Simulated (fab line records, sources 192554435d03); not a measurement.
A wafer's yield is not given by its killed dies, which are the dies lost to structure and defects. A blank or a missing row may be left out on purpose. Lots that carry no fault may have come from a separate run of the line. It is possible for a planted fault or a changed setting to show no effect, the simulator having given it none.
Matching of chambers / flow n5Finfet / N5_BEOL_M10_ILD_DEP_00 on pecvd-02: 3 sister chambers
The step deposits SiCOH lowk from DEMS/porogen, target thk 308.51 nm, time 58 s. 3 wafers are shown with their chamber, then 7 later ones without.

## WAFERS PAIRED WITH THEIR CHAMBERS
wafer=L088.5; chamber=0; throttleValvePct (%)=14.6
wafer=L089.1; chamber=2; throttleValvePct (%)=13.3
wafer=L089.3; chamber=1; throttleValvePct (%)=12.9

## WAFERS MISSING THEIR CHAMBER
wafer=L089.4; throttleValvePct (%)=13.4
wafer=L086.2; throttleValvePct (%)=14.3
wafer=L086.4; throttleValvePct (%)=14.6
wafer=L086.5; throttleValvePct (%)=12.9
wafer=L094.1; throttleValvePct (%)=12.7
wafer=L094.2; throttleValvePct (%)=14.5
wafer=L094.6; throttleValvePct (%)=13.2

## CHAMBER TAKEN BY EACH
wafer=L089.4; from the rows above=2; in truth=2
wafer=L086.2; from the rows above=0; in truth=0
wafer=L086.4; from the rows above=0; in truth=0
wafer=L086.5; from the rows above=1; in truth=1
wafer=L094.1; from the rows above=1; in truth=1
wafer=L094.2; from the rows above=0; in truth=0
wafer=L094.6; from the rows above=can't be placed: 2 or 1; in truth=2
Correctly placed: 6 of 7. Can't be placed from these rows: 1 (the true chamber is among the candidates in 1). Placed wrongly: 0.
How it was worked out, from the rows above alone: a wafer's distance from a chamber is the root of the sum, over the readings, of the square of ((its reading less the chamber's mean) divided by the reading's scatter). The wafer belongs to the nearest chamber; if the next one is less than 2 further off, it can't be placed. Each chamber's mean is taken over the wafers shown for it. The scatter (one wafer shown for each chamber): square how far every hidden wafer sits from the nearest shown wafer, average those squares and take the square root.
